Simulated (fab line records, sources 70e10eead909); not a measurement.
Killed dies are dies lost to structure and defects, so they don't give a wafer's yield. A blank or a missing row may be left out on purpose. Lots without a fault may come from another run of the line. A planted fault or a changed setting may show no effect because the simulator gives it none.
fab line records | flow nand_harc
record lots=24 wafers=72 last_day=33
route steps=1302 shown A_CHANNEL_FILL_D1@517 A_ONON_D2@554 A_CHANNEL_HOLE_D2@594 A_CHANNEL_FILL_D2@628
lots that met no fault: from a run of the same line without faults
start_h: hours from the record's first day to the start of the lot's first wafer shown | wait_h: hours since the lot's step before | " the same as in the row above | L1.1+2: a row that stands for several wafers | - no value, or no start given | * or withheld: withheld | < > ~ a bound
route shown NAME@n: a module of which the file shows steps, and the number in the route of the first | usual: mean/standard deviation of fault-free wafers | same: alike in all rows | chamber/n: place in a boat | sites: the reading at each site | _std_site: their standard deviation | _edge_site: outer sites' mean less inner sites' | radius_mm: how far each site lies from the wafer's centre | mask NAME#n: copy n | behind: the tool/chamber that last shaped the wafer | hold: why the lot was held/for how many hours/how that ended | device: the transistor (n, p or np) that didn't switch | end of line: the same wafers' tests at the end of the route | a step without rows: its recipe alone | killed: dies lost to structure and defects at the first sort, not the wafer's yield | map: a wafer's dies, x killed, . not, _ none there
set.NAME: the setting as run; set.NAME@STEP: as run at that earlier step | model.NAME: the simulator's own value behind a step, which no gauge read
steps of the route over a sample of lots; a table a step, a row a wafer
services: from which hour (start_h, from the record's first day; less than 0 if before it) a tool's chamber was out of use, for how many hours, and why
## steps
# step NHARC_A_CHANNEL_FILL_D1_INSPECT_13
# usual raw_defect_count=314/140
# columns lot.wafer tool chamber start_h wait_h raw_defect_count
L074.2 defect_inspect-01 - 243.43 0.0 213
L074.4 " - " " 169
L074.6 " - " " 172
L075.2 defect_inspect-01 - 256.17 0.0 427
L075.4 " - " " 291
L075.6 " - " " 436
L076.2 defect_inspect-02 - 256.17 0.0 419
L076.3 " - " " 377
L076.5 " - " " 385
L077.1 defect_inspect-01 - 269.15 0.0 409
L077.3 " - " " 235
L077.4 " - " " 325
L078.1 defect_inspect-01 - 283.27 0.0 336
L078.5 " - " " 334
L078.6 " - " " 265
L079.2 defect_inspect-02 - 283.27 0.0 355
L079.5 " - " " 829
L079.6 " - " " 259
L081.1 defect_inspect-02 - 303.92 0.0 214
L081.3 " - " " 224
L081.6 " - " " 289
L080.1 defect_inspect-01 - 303.93 0.0 300
L080.2 " - " " 299
L080.3 " - " " 230
L083.2 defect_inspect-02 - 326.79 0.0 308
L083.4 " - " " 278
L083.5 " - " " 195
L082.2 defect_inspect-02 - 330.55 0.0 352
L082.4 " - " " 360
L082.6 " - " " 250
L085.1 defect_inspect-02 - 341.89 0.0 263
L085.2 " - " " 151
L085.6 " - " " 319
L084.1 defect_inspect-01 - 341.90 0.0 156
L084.3 " - " " 252
L084.6 " - " " 177
L086.4 defect_inspect-02 - 354.65 0.0 261
L086.5 " - " " 251
L086.6 " - " " 249
L088.1 defect_inspect-02 - 383.52 0.0 335
L088.3 " - " " 267
L088.5 " - " " 432
L087.3 defect_inspect-02 - 387.02 0.0 303
L087.5 " - " " 317
L087.6 " - " " 274
L089.2 defect_inspect-01 - 391.54 0.0 354
L089.4 " - " " 476
L089.6 " - " " 287
L090.1 defect_inspect-01 - 402.22 0.0 134
L090.4 " - " " 252
L090.6 " - " " 261
L091.2 defect_inspect-02 - 409.94 0.0 292
L091.5 " - " " 379
L091.6 " - " " 594
L092.1 defect_inspect-01 - 421.25 0.0 267
L092.3 " - " " 235
L092.5 " - " " 238
L093.3 defect_inspect-02 - 427.51 0.0 630
L093.4 " - " " 346
L093.5 " - " " 790
L094.3 defect_inspect-02 - 443.21 0.0 362
L094.5 " - " " 534
L094.6 " - " " 349
L095.1 defect_inspect-02 - 447.54 0.0 378
L095.2 " - " " 344
L095.6 " - " " 231
L096.2 defect_inspect-02 - 462.39 0.0 256
L096.5 " - " " 213
L096.6 " - " " 137
L097.3 defect_inspect-01 - 462.39 0.0 231
L097.4 " - " " 129
L097.6 " - " " 115
# step NHARC_A_ONON_D2_THK_MEAS_14
# recipe thk_meas_gauge=ellipsometry
# usual thk_nm=998/11
# columns lot.wafer tool chamber start_h wait_h thk_nm
L074.2 film_metro-02 - 280.01 - 990
L074.4 " - " " 990
L074.6 " - " " 992
L075.2 film_metro-01 - 290.03 - 1008
L075.4 " - " " 1010
L075.6 " - " " 1009
L076.2 film_metro-02 - 290.07 - 1000
L076.3 " - " " 1001
L076.5 " - " " 1000
L077.1 film_metro-02 - 305.46 - 998
L077.3 " - " " 995
L077.4 " - " " 997
L079.2 film_metro-01 - 325.29 - 1018
L079.5 " - " " 1018
L079.6 " - " " 1022
L078.1 film_metro-01 - 325.49 - 988
L078.5 " - " " 989
L078.6 " - " " 988
L081.1 film_metro-01 - 347.42 - 1013
L081.3 " - " " 1013
L081.6 " - " " 1014
L080.1 film_metro-02 - 347.51 - 995
L080.2 " - " " 995
L080.3 " - " " 995
L082.2 film_metro-02 - 363.85 - 991
L082.4 " - " " 990
L082.6 " - " " 991
L083.2 film_metro-01 - 363.86 - 998
L083.4 " - " " 999
L083.5 " - " " 999
L085.1 film_metro-01 - 381.97 - 991
L085.2 " - " " 992
L085.6 " - " " 989
L084.1 film_metro-01 - 382.03 - 1000
L084.3 " - " " 999
L084.6 " - " " 1000
L086.4 film_metro-01 - 395.80 - 1018
L086.5 " - " " 1019
L086.6 " - " " 1017
L088.1 film_metro-01 - 424.69 - 991
L088.3 " - " " 993
L088.5 " - " " 989
L087.3 film_metro-01 - 426.70 - 1003
L087.5 " - " " 1002
L087.6 " - " " 1003
L090.1 film_metro-02 - 434.02 - 1014
L090.4 " - " " 1015
L090.6 " - " " 1013
L089.2 film_metro-02 - 434.39 - 988
L089.4 " - " " 989
L089.6 " - " " 989
L091.2 film_metro-01 - 450.51 - 1009
L091.5 " - " " 1008
L091.6 " - " " 1007
L092.1 film_metro-02 - 458.93 - 992
L092.3 " - " " 992
L092.5 " - " " 992
L093.3 film_metro-02 - 465.71 - 1003
L093.4 " - " " 1002
L093.5 " - " " 1003
L094.3 film_metro-01 - 481.89 - 986
L094.5 " - " " 984
L094.6 " - " " 985
L095.1 film_metro-02 - 486.77 - 986
L095.2 " - " " 986
L095.6 " - " " 986
L096.2 film_metro-02 - 499.20 - 991
L096.5 " - " " 993
L096.6 " - " " 994
L097.3 film_metro-02 - 499.37 - 973
L097.4 " - " " 973
L097.6 " - " " 972
# step NHARC_A_CHANNEL_HOLE_D2_ETCH_22
# recipe bias_v=3000 source_w=withheld pressure_mtorr=20 time_s=666.7 ar_flow_sccm=375 c4f8_flow_sccm=89.3 o2_flow_sccm=35.7 temp_c=-20 target_depth_a=16000 chemistry=C4F8/O2/Ar
# usual drypump_motor_current_A=5.5/0.34 oes_air_line_au=1.002/0.023 showerhead_plenum_p_Torr=3.68/0.11 throttle_valve_pct=32.154/0.0086
# columns lot.wafer tool chamber start_h wait_h drypump_motor_current_A oes_air_line_au rf_hours_counter_h showerhead_plenum_p_Torr throttle_valve_pct
L074.2 har_etch-01 1 295.35 0.4 5.8 1.002 150 3.68 32.146
L074.4 " 0 " " 5.5 0.984 - 3.70 32.163
L074.6 " 1 " " 5.8 0.960 - 3.68 32.144
L075.2 har_etch-02 1 305.90 0.4 4.9 0.999 364 3.50 32.138
L075.4 " 0 " " 5.6 0.989 - 3.68 32.166
L075.6 " 0 " " 5.6 0.976 - 3.68 32.163
L076.2 har_etch-01 1 307.00 0.4 5.8 1.013 157 3.67 32.148
L076.3 " 0 " " 5.5 1.047 - 3.69 32.147
L076.5 " 0 " " 5.5 1.004 - 3.69 32.143
L077.1 har_etch-02 0 324.43 0.4 5.6 1.000 371 3.68 32.158
L077.3 " 1 " " 4.9 0.988 - 3.50 32.145
L077.4 " 0 " " 5.6 1.020 - 3.68 32.149
L078.1 har_etch-01 1 340.90 0.4 5.9 1.028 172 3.67 32.157
L078.6 " 0 " " 5.5 1.015 - 3.69 32.141
L078.5 " 1 " " 5.9 1.037 - 3.67 32.159
L079.2 har_etch-02 0 341.58 0.4 5.6 0.995 383 3.67 32.172
L079.6 " 0 " " 5.6 1.003 - 3.67 32.157
L079.5 " 1 " " 4.9 1.005 - 3.49 32.159
L081.1 har_etch-01 0 364.17 0.4 5.5 0.983 184 3.68 32.149
L081.3 " 1 " " 5.8 1.009 - 3.66 32.166
L081.6 " 0 " " 5.5 0.955 - 3.68 32.157
L080.1 har_etch-02 1 364.67 0.4 4.9 0.984 394 3.49 32.155
L080.2 " 0 " " 5.6 1.030 394 3.66 32.166
L080.3 " 1 " " 4.9 1.007 - 3.49 32.155
L082.2 har_etch-01 0 381.58 0.4 5.5 0.980 196 3.67 32.151
L082.4 " 1 " " 5.8 1.007 - 3.65 32.150
L082.6 " 1 " " 5.8 1.012 - 3.65 32.160
L083.2 har_etch-01 1 385.63 0.4 5.9 0.979 200 3.65 32.163
L083.4 " 0 " " 5.5 0.996 - 3.67 32.151
L083.5 " 1 " " 5.8 0.966 - 3.65 32.160
L084.1 har_etch-01 0 398.03 0.4 5.5 1.035 211 3.67 32.142
L084.3 " 0 " " 5.5 1.033 - 3.67 32.156
L084.6 " 0 " " 5.5 1.034 - 3.67 32.157
L085.1 har_etch-02 0 399.05 0.4 5.6 1.010 5 3.66 32.141
L085.2 " 1 " " 4.9 1.023 5 3.93 32.148
L085.6 " 0 " " 5.6 1.007 - 3.66 32.147
L086.4 har_etch-02 0 411.82 0.4 5.6 0.974 - 3.65 32.153
L086.6 " 1 " " 4.9 1.028 - 3.92 32.141
L086.5 " 0 " " 5.6 1.005 - 3.65 32.146
L088.1 har_etch-01 0 442.06 0.4 5.5 0.989 234 3.65 32.156
L088.3 " 1 " " 5.8 0.971 - 3.63 32.162
L088.5 " 1 " " 5.8 0.980 - 3.63 32.148
L087.3 har_etch-01 1 446.37 0.4 5.8 1.025 - 3.63 32.152
L087.6 " 0 " " 5.5 1.006 - 3.65 32.164
L087.5 " 1 " " 5.8 1.017 - 3.63 32.157
L089.2 har_etch-02 0 454.21 0.4 5.6 0.991 39 3.64 32.151
L089.4 " 0 " " 5.6 1.012 - 3.64 32.149
L089.6 " 1 " " 4.9 0.983 - 3.91 32.167
L090.1 har_etch-01 0 454.21 0.4 5.5 1.021 246 3.65 32.157
L090.4 " 0 " " 5.5 1.044 - 3.65 32.163
L090.6 " 0 " " 5.5 0.993 - 3.65 32.171
L091.2 har_etch-02 0 467.35 0.4 5.6 1.005 46 3.64 32.157
L091.5 " 0 " " 5.6 0.976 - 3.64 32.150
L091.6 " 1 " " 4.9 1.027 - 3.91 32.137
L092.1 har_etch-02 0 474.37 0.4 5.6 1.012 50 3.63 32.164
L092.3 " 0 " " 5.6 0.983 - 3.63 32.155
L092.5 " 1 " " 4.9 1.010 - 3.90 32.157
L093.3 har_etch-02 1 486.52 0.4 4.9 0.975 - 3.90 32.151
L093.4 " 0 " " 5.6 1.018 - 3.63 32.155
L093.5 " 0 " " 5.6 1.037 - 3.63 32.153
L094.3 har_etch-02 1 502.61 0.4 4.9 0.992 - 3.90 32.137
L094.5 " 0 " " 5.6 1.023 - 3.62 32.148
L094.6 " 1 " " 4.9 0.998 - 3.90 32.151
L095.1 har_etch-01 1 502.65 0.4 5.8 1.000 276 3.61 32.156
L095.2 " 0 " " 5.5 0.998 276 3.63 32.172
L095.6 " 1 " " 5.8 0.978 - 3.61 32.168
L097.4 har_etch-02 1 514.64 0.4 4.9 0.958 - 3.89 32.147
L097.3 " 0 " " 5.6 1.001 - 3.62 32.162
L097.6 " 1 " " 4.9 1.003 - 3.89 32.160
L096.2 har_etch-01 1 516.26 0.4 5.9 1.009 284 3.61 32.151
L096.5 " 1 " " 5.8 1.011 - 3.61 32.166
L096.6 " 0 " " 5.5 0.985 - 3.63 32.161
# step NHARC_A_CHANNEL_HOLE_D2_ETCH_24
# recipe bias_v=5000 source_w=withheld pressure_mtorr=20 time_s=906.2 ar_flow_sccm=375 c4f8_flow_sccm=93.8 o2_flow_sccm=31.2 temp_c=-20 target_depth_a=15000 chemistry=C4F8/O2/Ar
# usual drypump_motor_current_A=5.5/0.34 oes_air_line_au=0.996/0.023 showerhead_plenum_p_Torr=3.68/0.11 throttle_valve_pct=32.235/0.0083
# columns lot.wafer tool chamber start_h wait_h drypump_motor_current_A oes_air_line_au rf_hours_counter_h showerhead_plenum_p_Torr throttle_valve_pct
L074.2 har_etch-01 1 296.61 0.6 5.9 0.974 151 3.67 32.230
L074.4 " 0 " " 5.5 1.051 - 3.69 32.225
L074.6 " 1 " " 5.8 0.969 - 3.67 32.218
L075.2 har_etch-02 1 307.15 0.6 4.9 0.971 365 3.50 32.232
L075.4 " 0 " " 5.6 0.953 - 3.67 32.232
L075.6 " 0 " " 5.6 0.976 - 3.68 32.232
L076.2 har_etch-01 1 308.27 0.6 5.8 0.989 159 3.67 32.221
L076.3 " 0 " " 5.6 0.989 - 3.69 32.240
L076.5 " 0 " " 5.5 1.008 - 3.69 32.241
L077.1 har_etch-02 0 325.72 0.6 5.6 0.979 373 3.67 32.245
L077.3 " 1 " " 4.9 1.024 - 3.49 32.245
L077.4 " 0 " " 5.6 1.011 - 3.67 32.237
L078.1 har_etch-01 1 342.19 0.6 5.8 0.975 174 3.66 32.249
L078.6 " 0 " " 5.5 0.971 - 3.68 32.232
L078.5 " 1 " " 5.8 1.001 - 3.66 32.231
L079.2 har_etch-02 0 342.83 0.6 5.6 0.958 384 3.66 32.239
L079.6 " 0 " " 5.6 0.947 - 3.66 32.218
L079.5 " 1 " " 4.9 1.028 - 3.49 32.228
L081.1 har_etch-01 0 365.45 0.6 5.5 0.998 185 3.67 32.236
L081.3 " 1 " " 5.9 1.009 - 3.66 32.240
L081.6 " 0 " " 5.5 1.014 - 3.67 32.230
L080.1 har_etch-02 1 365.94 0.6 4.9 0.961 396 3.48 32.236
L080.2 " 0 " " 5.6 0.989 396 3.66 32.244
L080.3 " 1 " " 4.9 0.968 - 3.48 32.240
L082.2 har_etch-01 0 382.88 0.6 5.5 1.021 197 3.67 32.241
L082.4 " 1 " " 5.8 1.015 - 3.65 32.237
L082.6 " 1 " " 5.8 1.008 - 3.65 32.236
L083.2 har_etch-01 1 386.91 0.6 5.8 1.031 201 3.65 32.234
L083.4 " 0 " " 5.5 1.003 - 3.67 32.229
L083.5 " 1 " " 5.8 1.030 - 3.65 32.243
L084.1 har_etch-01 0 399.30 0.6 5.5 1.021 213 3.66 32.246
L084.3 " 0 " " 5.5 1.012 - 3.66 32.241
L084.6 " 0 " " 5.5 1.010 - 3.66 32.236
L085.1 har_etch-02 0 400.31 0.6 5.6 0.976 6 3.65 32.224
L085.2 " 1 " " 4.9 1.002 6 3.92 32.222
L085.6 " 0 " " 5.6 0.953 - 3.65 32.238
L086.4 har_etch-02 0 413.16 0.6 5.6 0.978 - 3.65 32.242
L086.6 " 1 " " 4.9 1.040 - 3.92 32.234
L086.5 " 0 " " 5.6 0.962 - 3.65 32.240
L088.1 har_etch-01 0 443.34 0.6 5.5 1.010 235 3.65 32.258
L088.3 " 1 " " 5.8 0.998 - 3.63 32.227
L088.5 " 1 " " 5.8 0.990 - 3.63 32.246
L087.3 har_etch-01 1 447.73 0.6 5.8 1.004 - 3.63 32.229
L087.6 " 0 " " 5.5 0.977 - 3.65 32.231
L087.5 " 1 " " 5.9 0.987 - 3.63 32.237
L089.2 har_etch-02 0 455.49 0.6 5.6 0.992 40 3.63 32.239
L089.4 " 0 " " 5.6 1.014 - 3.63 32.242
L089.6 " 1 " " 4.9 0.960 - 3.91 32.233
L090.1 har_etch-01 0 455.50 0.6 5.5 1.023 247 3.64 32.229
L090.4 " 0 " " 5.5 1.008 - 3.64 32.232
L090.6 " 0 " " 5.5 1.014 - 3.64 32.232
L091.2 har_etch-02 0 468.62 0.6 5.6 0.966 47 3.63 32.243
L091.5 " 0 " " 5.6 0.964 - 3.63 32.233
L091.6 " 1 " " 4.9 0.941 - 3.90 32.226
L092.1 har_etch-02 0 475.65 0.6 5.6 1.006 51 3.63 32.229
L092.3 " 0 " " 5.6 1.008 - 3.63 32.247
L092.5 " 1 " " 4.9 1.042 - 3.90 32.230
L093.3 har_etch-02 1 487.86 0.6 4.9 0.997 - 3.89 32.245
L093.4 " 0 " " 5.6 0.974 - 3.62 32.221
L093.5 " 0 " " 5.6 0.960 - 3.62 32.237
L095.1 har_etch-01 1 503.91 0.6 5.8 0.981 277 3.61 32.234
L095.2 " 0 " " 5.5 1.027 277 3.62 32.234
L095.6 " 1 " " 5.9 0.989 - 3.61 32.231
L094.3 har_etch-02 1 503.97 0.6 4.9 0.995 - 3.89 32.231
L094.5 " 0 " " 5.6 0.980 - 3.62 32.239
L094.6 " 1 " " 4.9 1.016 - 3.89 32.222
L097.4 har_etch-02 1 515.97 0.6 4.9 0.990 - 3.89 32.225
L097.3 " 0 " " 5.6 0.990 - 3.62 32.227
L097.6 " 1 " " 4.9 0.979 - 3.89 32.242
L096.2 har_etch-01 1 517.51 0.6 5.9 0.998 285 3.60 32.236
L096.5 " 1 " " 5.8 0.974 - 3.60 32.234
L096.6 " 0 " " 5.5 0.997 - 3.62 32.248
# step NHARC_A_CHANNEL_HOLE_D2_STRIP_28
# recipe o2_flow_sccm=500 ar_flow_sccm=0 bias_w=0 chemistry=O2
# usual drypump_motor_current_A=5.9/0.49 oes_product_au=1.000/0.011 rf_vpp_V=57.8/0.91 showerhead_plenum_p_Torr=3.52/0.12 throttle_valve_pct=17.037/0.0084
# columns lot.wafer tool chamber start_h wait_h drypump_motor_current_A oes_product_au rf_hours_counter_h rf_vpp_V showerhead_plenum_p_Torr throttle_valve_pct
L074.2 rie_diel-04 2 299.53 0.2 5.8 1.001 7 57.6 3.63 17.040
L074.4 " 2 " " 5.8 1.002 - 58.0 3.63 17.043
L074.6 " 1 " " 5.7 0.994 - 56.8 3.32 17.029
L075.2 rie_diel-08 0 - - 5.5 1.013 7 57.8 3.46 17.039
L075.4 " 3 " " 6.0 1.009 6 58.5 3.73 17.039
L075.6 " 0 " " 5.5 1.024 - 58.4 3.46 17.040
L076.3 rie_diel-04 0 - - 5.7 0.996 8 58.5 3.55 17.026
L076.2 " 2 " " 5.8 1.006 8 58.0 3.63 17.042
L076.5 " 3 " " 6.6 0.993 - 57.1 3.47 17.043
L077.1 rie_diel-04 0 - - 5.7 1.004 10 58.2 3.55 17.039
L077.4 " 2 " " 5.8 0.991 9 57.2 3.63 17.043
L077.3 " 3 " " 6.6 0.993 10 56.3 3.47 17.035
L078.1 rie_diel-09 2 - - 6.4 0.991 1 57.6 3.59 17.052
L078.5 " 2 " " 6.4 0.986 - 58.6 3.59 17.051
L078.6 " 0 " " 4.9 1.002 - 58.1 3.32 17.049
L079.2 rie_diel-08 0 - - 5.5 1.026 9 57.8 3.46 17.031
L079.5 " 0 " " 5.5 1.044 - 59.2 3.46 17.031
L079.6 " 1 " " 6.0 1.002 - 59.6 3.58 17.034
L081.1 rie_diel-04 2 - - 5.8 1.003 0 58.7 3.63 17.041
L081.3 " 3 " " 6.6 0.967 0 58.0 3.47 17.040
L081.6 " 0 " " 5.7 0.991 - 57.2 3.55 17.029
L080.1 rie_diel-09 2 - - 6.4 0.994 5 57.4 3.59 17.035
L080.2 " 3 " " 5.2 1.000 5 57.0 3.46 17.056
L080.3 " 0 " " 5.0 1.001 5 57.4 3.32 17.026
L082.4 rie_diel-08 3 - - 6.0 1.002 1 58.2 3.72 17.030
L082.2 " 0 " " 5.6 1.007 1 57.5 3.45 17.028
L082.6 " 3 " " 6.0 1.001 - 58.4 3.72 17.020
L083.2 rie_diel-08 3 - - 6.0 0.997 1 58.0 3.72 17.031
L083.4 " 1 " " 6.0 1.018 1 58.3 3.58 17.040
L083.5 " 0 " " 5.5 1.006 - 55.9 3.46 17.044
L084.1 rie_diel-08 1 - - 6.0 1.007 2 57.7 3.58 17.035
L084.3 " 0 " " 5.5 1.007 2 56.5 3.45 17.052
L084.6 " 2 " " 6.8 1.006 - 57.3 3.52 17.030
L085.2 rie_diel-08 2 - - 6.7 1.010 2 58.6 3.52 17.044
L085.1 " 0 " " 5.5 1.008 2 57.0 3.45 17.041
L085.6 " 2 " " 6.7 1.013 - 57.4 3.52 17.025
L086.4 rie_diel-09 2 - - 6.3 0.979 8 57.1 3.59 17.034
L086.6 " 1 " " 5.4 1.002 - 58.0 3.52 17.034
L086.5 " 2 " " 6.4 0.990 - 56.6 3.59 17.032
L088.1 rie_diel-09 1 - - 5.4 0.983 3 57.1 3.52 17.028
L088.3 " 3 " " 5.2 0.996 8 55.4 3.46 17.042
L088.5 " 2 " " 6.4 0.979 - 58.2 3.59 17.055
L087.3 rie_diel-04 3 - - 6.6 1.001 5 57.4 3.47 17.046
L087.6 " 2 " " 5.8 0.998 - 57.6 3.63 17.041
L087.5 " 3 " " 6.6 0.991 - 57.9 3.47 17.044
L090.4 rie_diel-08 2 - - 6.7 1.016 5 58.0 3.52 17.020
L090.1 " 3 " " 6.0 1.009 5 60.0 3.72 17.050
L090.6 " 3 " " 6.0 1.007 - 58.2 3.72 17.037
L089.2 rie_diel-04 1 - - 5.8 1.006 6 56.5 3.32 17.044
L089.4 " 3 " " 6.6 0.985 5 57.4 3.47 17.051
L089.6 " 1 " " 5.7 0.992 - 58.6 3.32 17.027
L091.2 rie_diel-04 1 - - 5.7 0.996 7 55.8 3.32 17.041
L091.5 " 3 " " 6.6 0.980 - 57.9 3.47 17.034
L091.6 " 0 " " 5.7 0.997 - 57.3 3.54 17.039
L092.1 rie_diel-09 0 - - 4.9 0.994 12 56.2 3.31 17.036
L092.3 " 1 " " 5.4 0.998 6 57.5 3.52 17.025
L092.5 " 1 " " 5.4 0.980 - 58.1 3.52 17.023
L093.4 rie_diel-09 2 - - 6.4 0.987 13 59.5 3.58 17.034
L093.3 " 3 " " 5.2 1.005 13 56.5 3.45 17.036
L093.5 " 3 " " 5.2 1.015 - 56.3 3.45 17.014
L094.3 rie_diel-08 0 - - 5.5 1.005 7 57.8 3.45 17.034
L094.5 " 3 " " 6.0 1.008 - 58.0 3.72 17.036
L094.6 " 0 " " 5.5 1.011 - 56.6 3.45 17.034
L095.2 rie_diel-04 2 - - 5.9 0.998 7 57.0 3.63 17.030
L095.1 " 0 " " 5.7 0.992 9 59.9 3.54 17.033
L095.6 " 0 " " 5.7 0.995 - 59.1 3.54 17.033
L097.3 rie_diel-04 1 - - 5.7 1.004 10 57.4 3.32 17.031
L097.4 " 0 " " 5.7 0.997 - 58.0 3.54 17.036
L097.6 " 1 " " 5.7 1.002 - 56.6 3.32 17.031
L096.2 rie_diel-08 3 - - 6.0 0.995 8 57.3 3.72 17.030
L096.5 " 2 " " 6.7 1.003 - 59.5 3.52 17.045
L096.6 " 3 " " 6.0 0.988 - 57.9 3.72 17.039
# step NHARC_A_CHANNEL_FILL_D2_ETCHBACK_08
# recipe target_depth_a=2200 time_s=110 c4f8_flow_sccm=20 ar_flow_sccm=withheld rf_w=600 bias_w=300 chemistry=C4F8
# usual oes_product_au=0.98/0.032 rf_vpp_V=441/3.2
# columns lot.wafer tool chamber start_h wait_h oes_product_au rf_hours_counter_h rf_vpp_V
L074.2 rie_diel-13 2 - - 0.99 21 443
L074.4 " 3 " " 0.99 26 436
L074.6 " 1 " " 0.99 - 442
L076.3 rie_diel-03 3 - - 0.93 2 439
L076.2 " 0 " " 0.92 2 441
L076.5 " 2 " " 0.93 - 441
L075.2 rie_diel-05 1 - - 0.93 3 437
L075.4 " 3 " " 0.94 3 445
L075.6 " 2 " " 0.93 - 444
L077.3 rie_diel-05 0 - - 1.00 4 444
L077.4 " 1 " " 1.01 4 435
L077.1 " 3 " " 1.00 4 446
L079.2 rie_diel-13 0 - - 1.02 8 436
L079.5 " 2 " " 0.99 - 444
L079.6 " 3 " " 0.99 - 437
L078.1 rie_diel-03 1 - - 1.01 3 443
L078.5 " 0 " " 0.99 - 439
L078.6 " 1 " " 1.02 - 444
L080.2 rie_diel-03 3 - - 0.99 4 438
L080.3 " 0 " " 1.00 4 439
L080.1 " 1 " " 1.02 4 444
L081.3 rie_diel-13 0 - - 1.01 12 436
L081.1 " 2 " " 1.01 13 443
L081.6 " 0 " " 1.02 - 437
L082.2 rie_diel-05 3 - - 1.01 1 445
L082.4 " 1 " " 1.00 - 437
L082.6 " 2 " " 1.02 - 443
L083.2 rie_diel-03 1 - - 0.94 4 442
L083.4 " 3 " " 0.93 - 439
L083.5 " 1 " " 0.93 - 444
L084.1 rie_diel-05 2 - - 0.93 1 443
L084.3 " 3 " " 0.92 1 445
L084.6 " 3 " " 0.92 - 446
L085.1 rie_diel-13 2 - - 0.93 18 445
L085.2 " 1 " " 0.92 15 443
L085.6 " 2 " " 0.92 - 444
L086.4 rie_diel-13 0 - - 1.01 20 436
L086.6 " 3 " " 0.99 - 439
L086.5 " 0 " " 1.01 - 435
L088.3 rie_diel-05 1 - - 0.99 2 437
L088.1 " 2 " " 1.01 2 443
L088.5 " 0 " " 1.00 - 443
L087.3 rie_diel-05 2 - - 1.00 2 444
L087.6 " 1 " " 0.98 - 438
L087.5 " 2 " " 0.99 - 444
L089.2 rie_diel-03 1 - - 0.99 2 443
L089.6 " 3 " " 1.00 - 439
L089.4 " 0 " " 0.99 - 441
L090.1 rie_diel-13 3 - - 0.99 23 438
L090.4 " 0 " " 0.99 26 437
L090.6 " 2 " " 0.97 - 444
L091.2 rie_diel-05 0 - - 0.93 2 443
L091.6 " 0 " " 0.93 - 445
L091.5 " 1 " " 0.92 - 437
L092.3 rie_diel-03 0 - - 1.00 3 441
L092.1 " 1 " " 1.00 3 442
L092.5 " 1 " " 1.00 - 444
L093.4 rie_diel-05 1 - - 1.01 3 438
L093.3 " 3 " " 1.00 3 445
L093.5 " 0 " " 1.00 - 444
L095.2 rie_diel-13 2 - - 1.00 4 444
L095.1 " 1 " " 0.99 4 442
L095.6 " 3 " " 1.01 - 437
L094.3 rie_diel-05 2 - - 1.01 4 444
L094.6 " 2 " " 1.01 - 445
L094.5 " 3 " " 0.98 - 445
L097.4 rie_diel-03 3 - - 0.99 3 440
L097.3 " 0 " " 0.99 4 439
L097.6 " 3 " " 1.00 - 438
L096.2 rie_diel-05 2 - - 1.01 4 444
L096.5 " 3 " " 1.00 - 446
L096.6 " 1 " " 0.99 - 436
## services
# columns tool chamber start_h hours kind
rie_diel-03 - 281.30 9.0 pm
rie_diel-04 3 294.22 8.4 repair
rie_diel-04 0 298.58 8.8 repair
rie_diel-08 3 299.46 7.4 repair
rie_diel-05 0 306.86 3.9 repair
rie_diel-13 - 342.09 9.0 pm
rie_diel-13 3 351.20 27.0 repair
rie_diel-04 - 354.90 9.0 pm
rie_diel-08 0 367.15 6.7 repair
rie_diel-08 - 367.80 9.0 pm
har_etch-02 - 377.00 17.0 pm
rie_diel-13 - 377.93 0.2 repair
rie_diel-05 3 378.38 5.7 repair
rie_diel-05 1 393.13 3.9 repair
rie_diel-13 1 396.57 13.1 repair
rie_diel-05 - 406.60 9.0 pm
rie_diel-05 0 422.05 26.0 repair
rie_diel-03 0 425.21 4.9 repair
rie_diel-03 2 430.77 6.9 repair
rie_diel-04 - 476.52 1.2 repair
rie_diel-05 0 523.08 1.5 repair
rie_diel-04 - 531.90 9.0 pm
rie_diel-08 - 544.80 9.0 pm
rie_diel-05 0 552.73 8.8 repair
## key
fault none
